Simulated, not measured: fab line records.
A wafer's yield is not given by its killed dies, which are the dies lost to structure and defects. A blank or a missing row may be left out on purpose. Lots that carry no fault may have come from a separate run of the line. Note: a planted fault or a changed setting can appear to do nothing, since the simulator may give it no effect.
Which of the tools did it?	flow n5_finfet	Sampling: 10 lots, 28 wafers, 5 of 1938 route steps

== WHAT EACH GAUGE READ, for each wafer ==
N5_SDB_CD_MEAS_11: target cd 50 nm. Usual: cd_nm reads 49.5 nm (standard deviation 1.1).
lot	measured	on	cd_nm (nm)	flag
L786	day 3 22:05	cd_sem-02	50.1 48.5 48.6	
L791	day 5 00:49	cd_sem-01	49.2 48.2 49.1	
L792	day 5 04:08	cd_sem-02	47.0 49.2 46.9	
L793	day 5 10:05	cd_sem-03	48.9 48.8 49.9	
L795	day 6 00:13	cd_sem-01	49.6 49.4 49.4	
L796	day 6 03:36	cd_sem-02	50.8 49.2 50.6	
L797	day 6 14:44	cd_sem-02	51.5 50.9 49.2	
L800	day 7 08:38	cd_sem-03	49.7 49.8 49.6	
L801	day 7 16:36	cd_sem-02	50.1	
L807	day 9 02:03	cd_sem-01	51.1 48.1 50.1	

N5_BEOL_M4_RC_MEAS_101. Usual: DIBL_N 37.1 mV/V, standard deviation 1.8; DIBL_P 37.2 mV/V, standard deviation 2.1; IOFF_N 0.17 nA/um, standard deviation 0.033; IOFF_P 0.22 nA/um, standard deviation 0.037; ION_N 680 uA/um, standard deviation 11; ION_P 464 uA/um, standard deviation 7.7; SS_N 71.7 mV/dec, standard deviation 0.63; SS_P 73.6 mV/dec, standard deviation 0.67; VT_N 248.9 mV, standard deviation 2.9; VT_P -251 mV, standard deviation 3.6.
lot	measured	on	DIBL_N (mV/V)	DIBL_P (mV/V)	IOFF_N (nA/um)	IOFF_P (nA/um)	ION_N (uA/um)	ION_P (uA/um)	SS_N (mV/dec)	SS_P (mV/dec)	VT_N (mV)	VT_P (mV)	flag
L786	day 9 21:03	prober-02	37.9 38.6 38.9	37.9 38.6 40.7	0.17 0.19 0.21	0.20 0.22 0.26	671 677 713	454 459 480	72.0 72.0 71.7	73.3 73.4 73.4	250.8 247.7 244.9	-250 -249 -249	
L791	day 10 00:26	prober-02	37.3 39.4 37.5	37.8 38.5 36.9	0.18 0.21 0.18	0.23 0.24 0.22	690 693 689	467 462 468	71.9 72.3 71.6	74.0 74.5 73.8	246.8 245.6 246.4	-249 -248 -249	
L792	day 9 19:16	prober-02	36.6 37.9 38.8	35.3 38.5 38.1	0.14 0.18 0.19	0.16 0.22 0.21	663 684 681	449 464 463	72.0 72.4 71.7	72.9 74.1 74.2	253.8 248.7 249.6	-254 -253 -253	
L793	day 10 00:10	prober-01	38.2 38.0 37.1	39.4 37.8 36.8	0.22 0.20 0.18	0.31 0.29 0.26	697 686 680	481 479 466	72.4 72.1 72.2	74.2 73.6 73.5	245.5 245.1 246.5	-244 -243 -247	
L795	day 10 19:17	prober-01	35.6 38.3 34.8	35.8 37.0 34.9	0.15 0.19 0.14	0.20 0.23 0.19	675 691 678	466 470 464	71.2 71.7 70.5	73.9 73.9 72.2	249.1 249.9 250.8	-251 -249 -254	
L796	day 10 19:43	prober-02	35.7 38.2 34.0	37.0 41.7 35.3	0.14 0.21 0.13	0.18 0.25 0.17	663 690 665	455 469 462	72.0 71.6 70.7	73.9 75.1 73.4	250.1 245.4 251.2	-254 -252 -255	
L797	day 11 00:59	prober-01	38.3 37.0 35.7	38.8 36.4 34.3	0.17 0.16 0.14	0.24 0.21 0.17	671 691 672	463 468 457	71.8 71.1 71.4	75.1 73.4 72.9	250.1 248.5 251.5	-246 -252 -251	
L800	day 12 10:49	prober-02	37.6 37.6 37.3	37.8 37.0 37.4	0.16 0.15 0.16	0.18 0.17 0.17	674 673 676	456 459 453	71.8 71.1 71.5	73.2 72.8 72.9	250.6 250.8 248.5	-256 -256 -256	
L801	day 12 18:13	prober-02	36.9	39.4	0.18	0.22	683	467	71.5	73.8	246.6	-250	
L807	day 14 06:01	prober-01	38.4 37.4 37.3	37.9 36.2 35.7	0.20 0.18 0.17	0.24 0.22 0.21	695 678 666	469 461 461	72.2 72.0 71.5	74.3 73.4 73.1	243.4 247.8 249.1	-249 -251 -252	

== TOOL THAT RAN EACH LOT (tool first, then ch and the chambers of the sampled wafers, then the start) ==
lot	N5_ILD0_ALD_15	N5_SDB_DESCUM_16	N5_SDB_ETCH_17
L786	ald_sin-04 ch 2,3, day 3 19:04	rie_diel-01 ch 1,2, day 3 22:42	rie_diel-01 ch 1,2, day 3 22:44
L791	ald_sin-01 ch 1,3, day 4 21:56	rie_diel-01 ch 1,2,3, day 5 00:55	rie_diel-01 ch 1,2,3, day 5 00:57
L792	ald_sin-02 ch 0,2, day 5 01:15	rie_diel-01 ch 0,1,2, day 5 05:38	rie_diel-01 ch 0,1,2, day 5 05:40
L793	ald_sin-02 ch 0,2,3, day 5 07:12	rie_diel-05 ch 1,2,3, day 5 10:55	rie_diel-05 ch 1,2,3, day 5 10:57
L795	ald_sin-04 ch 0,2,3, day 5 21:20	rie_diel-05 ch 0,1,3, day 6 00:19	rie_diel-05 ch 0,1,3, day 6 00:20
L796	ald_sin-04 ch 1,3, day 6 00:35	rie_diel-03 ch 0,2, day 6 03:41	rie_diel-03 ch 0,2, day 6 03:43
L797	ald_sin-04 ch 1,2,3, day 6 11:51	rie_diel-05 ch 0,1,2, day 6 14:49	rie_diel-05 ch 0,1,2, day 6 14:52
L800	ald_sin-02 ch 0,3, day 7 05:38	rie_diel-03 ch 1,2,3, day 7 08:43	rie_diel-03 ch 1,2,3, day 7 08:46
L801	ald_sin-01 ch 3, day 7 13:35	rie_diel-05 ch 3, day 7 16:42	rie_diel-05 ch 3, day 7 16:45
L807	ald_sin-04 ch 1,2,3, day 8 23:02	rie_diel-03 ch 0,2,3, day 9 02:08	rie_diel-03 ch 0,2,3, day 9 02:10
- N5_ILD0_ALD_15: deposits SiNx, target thk 24 nm, pulse time 1 s, ald cycles 480.
- N5_SDB_DESCUM_16: chemistry O2, time 7.9 s.
- N5_SDB_ETCH_17: etches SiARC in CF4, target depth 23.4 nm, time 39 s.

== AS READ BY THE TOOLS THEMSELVES (means over the sampled wafers that have a number; for cases with no such wafer, the mark the record gives instead) ==
N5_ILD0_ALD_15. Usual: heater_power_w 905 W, standard deviation 82; precursor_pulse_height_rel 0.999, standard deviation 0.02.
lot	tool	heater_power_w (W)	precursor_pulse_height_rel	flag
L786	ald_sin-04	998	1.016	
L791	ald_sin-01	813	0.985	
L792	ald_sin-02	917	1.012	
L793	ald_sin-02	902	0.994	
L795	ald_sin-04	977	1.010	
L796	ald_sin-04	880	1.008	
L797	ald_sin-04	922	1.003	
L800	ald_sin-02	930	1.002	
L801	ald_sin-01	783	0.999	
L807	ald_sin-04	922	0.997	

N5_SDB_DESCUM_16. Usual: drypump_motor_current_A 5.5 A, standard deviation 0.54; oes_product_au 0.82 a.u., standard deviation 0.068; rf_vpp_V 243.8 V, standard deviation 1.5; showerhead_plenum_p_Torr 2.14 Torr, standard deviation 0.07; throttle_valve_pct 20.50 %, standard deviation 0.21.
lot	tool	drypump_motor_current_A (A)	oes_product_au (a.u.)	rf_vpp_V (V)	showerhead_plenum_p_Torr (Torr)	throttle_valve_pct (%)	flag
L786	rie_diel-01	5.0	0.83	243.9	2.19	20.63	
L791	rie_diel-01	5.2	0.80	245.0	2.17	20.49	
L792	rie_diel-01	5.5	0.84	244.2	2.15	20.44	
L793	rie_diel-05	5.3	0.89	243.7	2.17	20.41	
L795	rie_diel-05	5.5	0.86	243.3	2.10	20.55	
L796	rie_diel-03	5.4	0.78	244.1	2.15	20.70	
L797	rie_diel-05	5.8	0.87	243.3	2.10	20.51	
L800	rie_diel-03	5.6	0.76	243.2	2.08	20.73	
L801	rie_diel-05	4.6	0.84	244.2	2.22	20.53	
L807	rie_diel-03	5.8	0.73	242.7	2.09	20.73	

N5_SDB_ETCH_17. Usual: drypump_motor_current_A 5.5 A, standard deviation 0.53; etch_rf_on_time_s 38.8 s, standard deviation 1.2; oes_product_au 0.70 a.u., standard deviation 0.055; rf_vpp_V 184.6 V, standard deviation 1.3; showerhead_plenum_p_Torr 2.19 Torr, standard deviation 0.073; throttle_valve_pct 15.63 %, standard deviation 0.18.
lot	tool	drypump_motor_current_A (A)	etch_rf_on_time_s (s)	oes_product_au (a.u.)	rf_vpp_V (V)	showerhead_plenum_p_Torr (Torr)	throttle_valve_pct (%)	flag
L786	rie_diel-01	5.0	38.7	0.71	184.8	2.21	15.66	
L791	rie_diel-01	5.1	38.6	0.69	185.7	2.21	15.60	
L792	rie_diel-01	5.5	39.1	0.71	183.3	2.19	15.52	
L793	rie_diel-05	5.3	38.2	0.76	185.0	2.21	15.53	
L795	rie_diel-05	5.5	39.3	0.73	183.7	2.15	15.59	
L796	rie_diel-03	5.4	39.7	0.66	184.9	2.19	15.78	
L797	rie_diel-05	5.8	38.5	0.75	182.8	2.14	15.57	
L800	rie_diel-03	5.6	39.6	0.65	183.8	2.12	15.82	
L801	rie_diel-05	4.6	46.7	0.67	186.1	2.27	15.67	OFF
L807	rie_diel-03	5.8	38.8	0.63	184.7	2.14	15.86	

== THE ANSWER, worked out from the rows above alone ==
Rule: take the mean of a lot's wafers that have a number; if it is more than 3 standard deviations from the usual mean, the lot is off. Also off: a lot with no number at a reading for which 4 or more lots have one. Where the step has rows for the other lots, those lots are counted as sound. Order of review: gauges by route order, followed by the tools' own readings, for which a lot's mean as printed above is used. At the first step where some lot is off, the reading lying furthest off is the one used; lots without a number count as furthest.
Off: L801, at N5_SDB_ETCH_17 (etch_rf_on_time_s).
If a tool, at that step or one of the process steps before it, ran each lot that is off and ran no sound lot following the first of them, it fits. 2 tools fit, ald_sin-01 at N5_ILD0_ALD_15 and rie_diel-05 at N5_SDB_DESCUM_16 and N5_SDB_ETCH_17, so this cannot tell which one it is.

== WHAT WAS PUT IN BY THE SIMULATOR ==
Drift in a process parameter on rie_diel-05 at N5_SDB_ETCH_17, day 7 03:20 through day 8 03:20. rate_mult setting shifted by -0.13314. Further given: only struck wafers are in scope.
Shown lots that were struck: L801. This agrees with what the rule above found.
